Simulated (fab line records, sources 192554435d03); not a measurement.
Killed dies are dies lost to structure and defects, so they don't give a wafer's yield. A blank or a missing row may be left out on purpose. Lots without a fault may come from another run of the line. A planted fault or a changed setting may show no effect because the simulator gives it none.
Chamber matching | flow n5_finfet | N5_BEOL_M9_STRIP_19 on rie_diel-05: 4 sister chambers
The step strips in O2. 20 wafers are shown with their chamber, then 10 later ones without.

WAFERS WITH THEIR CHAMBER
wafer  | chamber | drypump_motor_current_A (A) | showerhead_plenum_p_Torr (Torr) | oes_product_au (a.u.)
L080.1 | 3       | 5.8                         | 2.15                            | 0.95
L080.3 | 2       | 5.0                         | 2.00                            | 0.73
L080.4 | 1       | 6.0                         | 2.08                            | 0.73
L081.1 | 2       | 5.0                         | 2.00                            | 0.72
L081.4 | 3       | 5.8                         | 2.15                            | 0.95
L081.6 | 0       | 6.1                         | 2.15                            | 0.68
L083.1 | 0       | 6.1                         | 2.15                            | 0.66
L083.2 | 1       | 6.0                         | 2.08                            | 0.73
L083.3 | 3       | 5.8                         | 2.15                            | 0.92
L086.1 | 3       | 5.8                         | 2.14                            | 0.91
L086.4 | 1       | 6.0                         | 2.07                            | 0.72
L086.5 | 3       | 5.8                         | 2.14                            | 0.90
L087.1 | 1       | 6.0                         | 2.07                            | 0.72
L087.4 | 2       | 5.0                         | 1.99                            | 0.72
L087.5 | 3       | 5.8                         | 2.14                            | 0.90
L090.1 | 0       | 6.1                         | 2.14                            | 0.97
L090.3 | 3       | 5.7                         | 2.14                            | 0.88
L090.6 | 3       | 5.7                         | 2.14                            | 0.89
L088.3 | 2       | 5.1                         | 1.99                            | 0.70
L088.5 | 3       | 5.8                         | 2.14                            | 0.88

SIGNATURES (means of the wafers above)
reading                  | chamber 0 | chamber 1 | chamber 2 | chamber 3 | scatter within a chamber
drypump_motor_current_A  | 6.100     | 6.000     | 5.025     | 5.778     | 0.038
showerhead_plenum_p_Torr | 2.1467    | 2.0750    | 1.9950    | 2.1433    | 0.0054
oes_product_au           | 0.7700    | 0.7250    | 0.7175    | 0.9089    | 0.0645
Rule: a wafer's distance from a chamber is the root of the sum, over the readings, of the square of ((its reading less the chamber's mean) divided by the reading's scatter). The wafer belongs to the nearest chamber; if the next one is less than 2 further off, it can't be placed. The scatter: the root of (the sum of the squares of (reading less its chamber's mean) over the shown wafers, divided by (wafers less chambers)).

WAFERS WITHOUT THEIR CHAMBER
wafer  | drypump_motor_current_A (A) | showerhead_plenum_p_Torr (Torr) | oes_product_au (a.u.)
L088.6 | 5.1                         | 1.99                            | 0.70
L092.2 | 6.0                         | 2.07                            | 0.71
L092.3 | 6.1                         | 2.14                            | 0.97
L092.6 | 6.0                         | 2.07                            | 0.71
L095.2 | 6.1                         | 2.14                            | 0.95
L095.4 | 5.0                         | 1.99                            | 0.70
L095.5 | 5.0                         | 1.99                            | 0.70
L097.1 | 5.7                         | 2.14                            | 0.87
L097.3 | 6.1                         | 2.14                            | 0.94
L097.4 | 6.0                         | 2.07                            | 0.70

WHICH CHAMBER EACH WENT THROUGH
wafer  | from the rows above | in truth
L088.6 | 2                   | 2
L092.2 | 1                   | 1
L092.3 | 0                   | 0
L092.6 | 1                   | 1
L095.2 | 0                   | 0
L095.4 | 2                   | 2
L095.5 | 2                   | 2
L097.1 | 3                   | 3
L097.3 | 0                   | 0
L097.4 | 1                   | 1
Placed correctly: 10 of 10. Can't be placed from these rows: 0. Placed wrongly: 0.
